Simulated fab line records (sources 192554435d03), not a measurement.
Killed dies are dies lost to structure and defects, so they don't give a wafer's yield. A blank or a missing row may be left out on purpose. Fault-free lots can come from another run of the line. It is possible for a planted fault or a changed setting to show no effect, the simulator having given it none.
A struck lot beside a sound one ; flow n5Finfet ; 25 steps out of a route of 1938
Sound: the wafers L224.1, L224.2, L224.6. Struck: wafer L217.2 (L217.1, L217.6, from the same lot, were not struck and are left out); the cause is given at the end.
At each step with rows: each side's tool, then ch and its chambers, then its first start. Under that, the readings that differ: sound wafers ; struck wafers ; difference of the means ; sigmas: that difference in standard deviations of wafers without a fault.
alike: readings whose means differ by less than 2 such deviations, and words and numbers that are the same on both sides. not compared: withheld readings, readings that some wafer has no value for, bounds like >300 that may hide the same value, and numbers for which the record gives no deviation and whose values overlap.
The two part at a step that has a row with sigmas, a row that says differs or no value, or rows on one side only. Numbers that don't overlap but have no deviation are shown without sigmas and don't part them. Lack of a reading on every wafer of one side parts them only where that side has two or more wafers.

first, 9 steps without rows for these wafers: N5_BEOL_M13_EBR_06; N5_BEOL_M13_SOFTBAKE_05 (time 60 s); N5_BEOL_M13_EXPOSE_07 (exposes mask V12); N5_BEOL_M13_PEB_08 (peb time 90 s); N5_BEOL_M13_DEVELOP_09 (develop time 45 s); N5_BEOL_M13_HARDBAKE_14 (time 120 s); N5_BEOL_M13_DESCUM_15 (chemistry O2, time 7.9 s); N5_BEOL_M13_ETCH_59 (etches BARC in N2/H2, target depth 89 nm, overetch 26.7 nm, time 67.9 s); N5_BEOL_M13_VIA_ETCH_16 (etches SiOC in C4F8/O2/Ar, target depth 921.7 nm).
N5_BEOL_M13_STRIP_63: strips in N2/H2.
  sound on plasmaAsher-02 ch 0,1, day 17 14:20; struck on plasmaAsher-01 ch 0, day 15 10:37
  alike: drypumpMotorCurrentA, heaterPowerW, oesProductAu, stripTimeToEndpointS
  not compared: rfHoursCounterH
then, 12 steps without rows for these wafers: N5_BEOL_M13_STRIP_64 (strips in N2/H2); N5_BEOL_M13_STRIP_71 (strips in post etch residue remover, time 60 s); N5_BEOL_M13_SRD_72 (time 30 s, dry time 30 s); N5_BEOL_M13_COAT_65 (time 60 s, resist thk 350 nm); N5_BEOL_M13_COAT_66 (time 60 s, resist thk 110 nm); N5_BEOL_M13_COAT_22 (resist thk 300 nm); N5_BEOL_M13_EBR_24; N5_BEOL_M13_SOFTBAKE_23 (time 60 s); N5_BEOL_M13_EXPOSE_25 (exposes mask M13, target cd 210 nm); N5_BEOL_M13_PEB_26 (peb time 90 s); N5_BEOL_M13_DEVELOP_27 (develop time 45 s); N5_BEOL_M13_HARDBAKE_32 (time 120 s).
N5_BEOL_M13_INSPECT_30: inspects for defects (macro).
  sound on defectInspect-02 at day 17 15:03; struck on defectInspect-02 at day 15 11:20
reading;sound;struck;difference;sigmas
rawDefectCount;2 2 3;>300;differs;
then, 1 step without rows for these wafers: N5_BEOL_M13_DESCUM_33 (chemistry O2, time 7.9 s).
N5_PASSIVATION_PROBE_49:
  sound on prober-01 at day 19 06:11; struck on prober-02 at day 17 00:20
reading;sound;struck;difference;sigmas
defectLimitedYield (%);92.5 93.6 89.1;80.2;-11.5;-8
killed_at_M4_up;11 17 29;133;+114;+23
killedDies;88 75 129;234;+137;+8
killedOnRim;11 12 22;27;+12;+3
sort_bin_5_function (%);4.2 3.7 6.2;11.9;+7.2;+8
sort_bin_6_memory (%);2.5 2.5 4.3;4.6;+1.5;+2
sortNPass;1092 1105 1051;946;-137;-8
sortYieldPct (%);92.5 93.6 89.1;80.2;-11.5;-8
  alike: killed_at_M0_to_M3, killedAtContacts, killedAtFrontEnd, killedAtOther, killedOpen, killedShort

WHERE THEY PART
First at N5_BEOL_M13_INSPECT_30; last, within this record, at N5_PASSIVATION_PROBE_49.

WHY: what had been put in by the simulator
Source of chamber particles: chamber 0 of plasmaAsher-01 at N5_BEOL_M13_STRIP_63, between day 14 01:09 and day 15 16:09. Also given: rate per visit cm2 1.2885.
